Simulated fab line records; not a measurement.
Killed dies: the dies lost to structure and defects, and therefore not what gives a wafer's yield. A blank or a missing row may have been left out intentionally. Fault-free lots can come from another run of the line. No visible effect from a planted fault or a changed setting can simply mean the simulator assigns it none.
Which tool is to blame?	flow n5 finfet	24 lots, 72 wafers sampled, at 6 steps of a route of 1938

== WHAT EACH GAUGE READ, for each wafer ==
N5_BEOL_M4_CD_MEAS_35: target cd 18 nm, target cd y 22.4 nm. Usual: cd nm reads 18.2 nm (standard deviation 0.5).
lot	measured	on	cd nm (nm)	flag
L074	day 7 13:49	cd sem-01	18.1 18.5 18.1	
L075	day 8 06:32	cd sem-02	18.4 17.3 16.8	
L077	day 8 07:35	cd sem-01	18.1 18.1 17.9	
L076	day 8 17:40	cd sem-03	17.9 18.1 17.8	
L078	day 8 23:36	cd sem-02	17.5 17.6 17.9	
L079	day 9 00:49	cd sem-03	17.7 18.1 17.9	
L080	day 9 01:23	cd sem-02	17.6 17.8 18.0	
L081	day 9 03:20	cd sem-01	18.7 18.0 17.8	
L082	day 10 12:46	cd sem-01	19.1 19.0 18.8	
L083	day 10 12:57	cd sem-01	19.1 19.0 18.9	
L084	day 10 17:02	cd sem-02	18.1 18.6 18.6	
L085	day 11 10:58	cd sem-03	17.5 18.4 18.5	
L086	day 11 10:59	cd sem-03	18.1 17.3 17.6	
L088	day 11 23:02	cd sem-03	18.0 19.1 19.1	
L087	day 12 06:13	cd sem-03	17.5 18.1 18.3	
L090	day 12 15:47	cd sem-03	18.4 18.1 18.0	
L089	day 12 15:50	cd sem-03	18.8 18.7 18.1	
L091	day 13 07:09	cd sem-01	18.4 17.4 18.5	
L092	day 13 07:38	cd sem-01	17.3 17.9 17.9	
L095	day 13 13:17	cd sem-02	18.8 18.4 18.2	
L093	day 13 16:08	cd sem-03	17.5 18.5 18.2	
L097	day 13 21:20	cd sem-03	18.1 18.2 17.7	
L094	day 14 01:58	cd sem-02	18.1 18.1 17.9	
L096	day 14 09:28	cd sem-02	18.4 18.4 18.6	

N5_BEOL_M4_INSPECT_59: inspects for defects (darkfield). Usual: raw defect count reads 76 (standard deviation 26).
lot	measured	on	raw defect count	flag
L074	day 7 17:40	defect inspect-02	91 63 40	
L075	day 8 10:23	defect inspect-01	82 74 77	
L077	day 8 13:02	defect inspect-01	89 95 97	
L076	day 8 23:20	defect inspect-02	52 51 55	
L078	day 9 03:48	defect inspect-02	63 65 48	
L079	day 9 05:47	defect inspect-02	52 46 42	
L080	day 9 06:19	defect inspect-02	63 50 70	
L081	day 9 07:36	defect inspect-01	63 72 62	
L082	day 10 16:53	defect inspect-02	112 96 61	
L083	day 10 17:40	defect inspect-02	58 138 84	
L084	day 10 22:44	defect inspect-02	78 97 75	
L085	day 11 15:50	defect inspect-01	65 50 93	
L086	day 11 16:16	defect inspect-01	80 70 72	
L088	day 12 04:49	defect inspect-01	50 75 67	
L087	day 12 11:05	defect inspect-02	47 94 58	
L090	day 12 19:56	defect inspect-01	90 69 80	
L089	day 12 20:20	defect inspect-01	46 80 57	
L091	day 13 11:07	defect inspect-01	104 49 103	
L092	day 13 13:23	defect inspect-01	93 86 135	
L095	day 13 18:02	defect inspect-01	88 68 69	
L093	day 13 20:14	defect inspect-02	85 82 92	
L097	day 14 01:05	defect inspect-01	41 59 43	
L094	day 14 06:36	defect inspect-01	97 113 118	
L096	day 14 12:57	defect inspect-02	71 110 133	

== TOOL THAT RAN EACH LOT (tool first, then ch and the chambers of the sampled wafers, then the start) ==
lot	N5_BEOL_M4_STRIP_97	N5_BEOL_M4_ANNEAL_80	N5_BEOL_M4_SPUTTER_86	N5_BEOL_M4_ANNEAL_93
L074	rie diel-06 ch 1,2, day 7 13:49 or earlier	pvd sputter-01, day 7 14:53	pvd sputter-01, day 7 15:14	pvd sputter-01, day 7 15:59
L075	rie diel-04 ch 1,2,3, day 8 06:32 or earlier	pvd sputter-01, day 8 07:51	pvd sputter-01, day 8 08:13	pvd sputter-01, day 8 08:57
L077	rie diel-04 ch 1,3, day 8 07:35 or earlier	pvd sputter-01, day 8 10:31	pvd sputter-01, day 8 10:52	pvd sputter-01, day 8 11:37
L076	rie diel-06 ch 0,2,3, day 8 17:40 or earlier	pvd sputter-03, day 8 20:48	pvd sputter-03, day 8 21:10	pvd sputter-03, day 8 21:54
L078	rie diel-05 ch 0,2, day 8 23:36 or earlier	pvd sputter-02, day 9 01:06	pvd sputter-02, day 9 01:28	pvd sputter-02, day 9 02:12
L079	rie diel-05 ch 0,3, day 9 00:49 or earlier	pvd sputter-02, day 9 03:14	pvd sputter-02, day 9 03:36	pvd sputter-02, day 9 04:20
L080	rie diel-04 ch 0,1,2, day 9 01:23 or earlier	pvd sputter-01, day 9 03:47	pvd sputter-01, day 9 04:09	pvd sputter-01, day 9 04:53
L081	rie diel-06 ch 0,2,3, day 9 03:20 or earlier	pvd sputter-03, day 9 05:04	pvd sputter-03, day 9 05:25	pvd sputter-03, day 9 06:10
L082	rie diel-04 ch 1,2,3, day 10 12:46 or earlier	pvd sputter-03, day 10 14:22	pvd sputter-03, day 10 14:43	pvd sputter-03, day 10 15:28
L083	rie diel-06 ch 1,2, day 10 12:57 or earlier	pvd sputter-01, day 10 15:07	pvd sputter-01, day 10 15:28	pvd sputter-01, day 10 16:13
L084	rie diel-06 ch 1,2, day 10 17:02 or earlier	pvd sputter-03, day 10 20:12	pvd sputter-03, day 10 20:34	pvd sputter-03, day 10 21:18
L085	rie diel-05 ch 0,1,2, day 11 10:58 or earlier	pvd sputter-02, day 11 13:18	pvd sputter-02, day 11 13:40	pvd sputter-02, day 11 14:24
L086	rie diel-04 ch 0,2,3, day 11 10:59 or earlier	pvd sputter-03, day 11 13:37	pvd sputter-03, day 11 13:59	pvd sputter-03, day 11 14:43
L088	rie diel-05 ch 0,1,2, day 11 23:02 or earlier	pvd sputter-02, day 12 02:11	pvd sputter-02, day 12 02:32	pvd sputter-02, day 12 03:17
L087	rie diel-04 ch 1,2, day 12 06:13 or earlier	pvd sputter-03, day 12 08:20	pvd sputter-03, day 12 08:42	pvd sputter-03, day 12 09:26
L090	rie diel-04 ch 2,3, day 12 15:47 or earlier	pvd sputter-02, day 12 17:16	pvd sputter-02, day 12 17:37	pvd sputter-02, day 12 18:22
L089	rie diel-06 ch 0,3, day 12 15:50 or earlier	pvd sputter-03, day 12 17:36	pvd sputter-03, day 12 17:58	pvd sputter-03, day 12 18:42
L091	rie diel-04 ch 0,1,2, day 13 07:09 or earlier	pvd sputter-03, day 13 08:19	pvd sputter-03, day 13 08:40	pvd sputter-03, day 13 09:25
L092	rie diel-06 ch 1,2,3, day 13 07:38 or earlier	pvd sputter-02, day 13 10:35	pvd sputter-02, day 13 10:57	pvd sputter-02, day 13 11:41
L095	rie diel-04 ch 0,1,3, day 13 13:17 or earlier	pvd sputter-01, day 13 14:35	pvd sputter-01, day 13 14:56	pvd sputter-01, day 13 15:41
L093	rie diel-06 ch 1,3, day 13 16:08 or earlier	pvd sputter-03, day 13 17:25	pvd sputter-03, day 13 17:46	pvd sputter-03, day 13 18:31
L097	rie diel-05 ch 0,2, day 13 21:20 or earlier	pvd sputter-03, day 13 22:32	pvd sputter-03, day 13 22:53	pvd sputter-03, day 13 23:38
L094	rie diel-05 ch 1,2,3, day 14 01:58 or earlier	pvd sputter-02, day 14 02:53	pvd sputter-02, day 14 03:14	pvd sputter-02, day 14 03:59
L096	rie diel-05 ch 0,1, day 14 09:28 or earlier	pvd sputter-03, day 14 10:25	pvd sputter-03, day 14 10:47	pvd sputter-03, day 14 11:31
- N5_BEOL_M4_STRIP_97: strips in N2/H2, time 10 s.
- N5_BEOL_M4_ANNEAL_80: time 240 s.
- N5_BEOL_M4_SPUTTER_86: material Cu, target thk 4.5 nm, time 8.29 s.
- N5_BEOL_M4_ANNEAL_93: time 240 s.

== WHAT THE TOOLS THEMSELVES READ (means of the sampled wafers that have a number; where no wafer has one, the mark that the record gives instead) ==
N5_BEOL_M4_STRIP_97. Usual: bias power w 7.003 W, standard deviation 0.021; drypump motor current A 5.8 A, standard deviation 0.41; oes product au 0.82 a.u., standard deviation 0.096; rf vpp V 59.2 V, standard deviation 0.87; showerhead plenum p Torr 2.56 Torr, standard deviation 0.074; throttle valve pct 23.6 %, standard deviation 0.34.
lot	tool	bias power w (W)	drypump motor current A (A)	oes product au (a.u.)	rf vpp V (V)	showerhead plenum p Torr (Torr)	throttle valve pct (%)	flag
L074	rie diel-06	7.013	6.5	0.78	59.1	2.59	23.3	
L075	rie diel-04	6.994	5.5	0.76	59.4	2.59	23.7	
L077	rie diel-04	7.029	5.4	0.73	58.6	2.59	24.0	
L076	rie diel-06	7.013	5.8	0.83	59.1	2.52	23.3	
L078	rie diel-05	6.991	5.5	0.87	59.3	2.57	23.9	
L079	rie diel-05	7.003	5.6	0.84	59.0	2.51	24.0	
L080	rie diel-04	7.018	5.6	0.73	59.6	2.62	23.8	
L081	rie diel-06	7.020	5.8	0.82	59.8	2.52	23.3	
L082	rie diel-04	7.003	5.6	0.73	59.7	2.59	23.8	
L083	rie diel-06	6.985	6.5	0.92	59.5	2.58	23.1	
L084	rie diel-06	7.015	6.5	0.91	59.5	2.58	23.1	
L085	rie diel-05	7.001	5.7	0.83	59.4	2.58	23.7	
L086	rie diel-04	6.982	5.5	0.80	59.0	2.57	23.4	
L088	rie diel-05	7.006	5.8	0.83	59.7	2.58	23.8	
L087	rie diel-04	6.999	5.7	0.84	59.9	2.63	23.6	
L090	rie diel-04	7.006	5.7	0.85	59.0	2.59	23.4	
L089	rie diel-06	6.998	5.4	0.72	58.6	2.45	23.5	
L091	rie diel-04	7.012	5.5	0.85	58.6	2.60	23.6	
L092	rie diel-06	6.986	6.2	0.86	59.9	2.57	23.2	
L095	rie diel-04	6.992	5.4	0.91	58.4	2.55	23.6	
L093	rie diel-06	7.003	6.2	0.87	59.3	2.57	23.2	
L097	rie diel-05	7.000	5.6	0.76	59.5	2.60	24.0	
L094	rie diel-05	7.002	6.0	0.86	59.5	2.58	23.7	
L096	rie diel-05	6.995	5.8	0.82	59.2	2.54	23.5	

N5_BEOL_M4_ANNEAL_80. Usual: heater power w 821 W, standard deviation 58; susceptor temp C 399.97 C, standard deviation 0.23.
lot	tool	heater power w (W)	susceptor temp C (C)	flag
L074	pvd sputter-01	783	399.93	
L075	pvd sputter-01	772	400.03	
L077	pvd sputter-01	759	399.81	
L076	pvd sputter-03	837	399.92	
L078	pvd sputter-02	853	399.96	
L079	pvd sputter-02	878	400.00	
L080	pvd sputter-01	770	400.11	
L081	pvd sputter-03	838	399.79	
L082	pvd sputter-03	823	400.04	
L083	pvd sputter-01	763	400.07	
L084	pvd sputter-03	826	399.99	
L085	pvd sputter-02	874	400.10	
L086	pvd sputter-03	820	399.92	
L088	pvd sputter-02	822	399.95	
L087	pvd sputter-03	816	400.06	
L090	pvd sputter-02	903	399.95	
L089	pvd sputter-03	810	399.85	
L091	pvd sputter-03	804	400.06	
L092	pvd sputter-02	878	400.00	
L095	pvd sputter-01	787	399.87	
L093	pvd sputter-03	812	399.96	
L097	pvd sputter-03	832	400.23	
L094	pvd sputter-02	884	399.81	
L096	pvd sputter-03	811	400.05	

N5_BEOL_M4_SPUTTER_86. Usual: susceptor temp C -20.01 C, standard deviation 0.11; throttle valve pct 30.3 %, standard deviation 0.97.
lot	tool	susceptor temp C (C)	throttle valve pct (%)	flag
L074	pvd sputter-01	-19.96	29.2	
L075	pvd sputter-01	-20.04	29.8	
L077	pvd sputter-01	-19.99	30.2	
L076	pvd sputter-03	-19.90	29.7	
L078	pvd sputter-02	-20.01	29.9	
L079	pvd sputter-02	-20.01	30.5	
L080	pvd sputter-01	-19.99	30.1	
L081	pvd sputter-03	-19.90	29.8	
L082	pvd sputter-03	-19.90	30.2	
L083	pvd sputter-01	-20.03	29.7	
L084	pvd sputter-03	-20.01	30.5	
L085	pvd sputter-02	-20.08	30.6	
L086	pvd sputter-03	-19.97	30.4	
L088	pvd sputter-02	-20.11	30.4	
L087	pvd sputter-03	-19.89	30.5	
L090	pvd sputter-02	-20.08	30.7	
L089	pvd sputter-03	-20.04	30.3	
L091	pvd sputter-03	-19.98	30.3	
L092	pvd sputter-02	-20.07	30.6	
L095	pvd sputter-01	-20.01	30.7	
L093	pvd sputter-03	-19.99	30.4	
L097	pvd sputter-03	-19.98	30.2	
L094	pvd sputter-02	-20.00	30.1	
L096	pvd sputter-03	-20.01	30.7	

N5_BEOL_M4_ANNEAL_93. Usual: heater power w 824 W, standard deviation 57; susceptor temp C 399.96 C, standard deviation 0.23.
lot	tool	heater power w (W)	susceptor temp C (C)	flag
L074	pvd sputter-01	777	399.92	
L075	pvd sputter-01	772	399.98	
L077	pvd sputter-01	760	399.72	
L076	pvd sputter-03	839	400.02	
L078	pvd sputter-02	861	400.21	
L079	pvd sputter-02	877	399.80	
L080	pvd sputter-01	766	400.09	
L081	pvd sputter-03	839	399.91	
L082	pvd sputter-03	827	399.94	
L083	pvd sputter-01	763	399.95	
L084	pvd sputter-03	817	400.09	
L085	pvd sputter-02	888	400.06	
L086	pvd sputter-03	816	400.02	
L088	pvd sputter-02	824	400.04	
L087	pvd sputter-03	817	400.10	
L090	pvd sputter-02	916	400.01	
L089	pvd sputter-03	827	399.98	
L091	pvd sputter-03	822	400.00	
L092	pvd sputter-02	892	399.81	
L095	pvd sputter-01	787	399.99	
L093	pvd sputter-03	830	400.00	
L097	pvd sputter-03	845	400.22	
L094	pvd sputter-02	895	399.65	
L096	pvd sputter-03	819	399.81	

== THE ANSWER, worked out from the rows above alone ==
Rule: a lot is off if the mean of its wafers that have a number lies more than 3 standard deviations from the usual mean. Also off: a lot with no number at a reading for which 4 or more lots have one. The other lots that the step has rows for count as sound. After the gauges, taken in route order, come the tools' own readings; for these a lot's mean is taken, as printed above. At the first step where some lot is off, the reading lying furthest off is the one used; lots without a number count as furthest.
No lot is off at any reading shown: from this, nothing can be told.

== WHAT HAD BEEN PUT IN BY THE SIMULATOR ==
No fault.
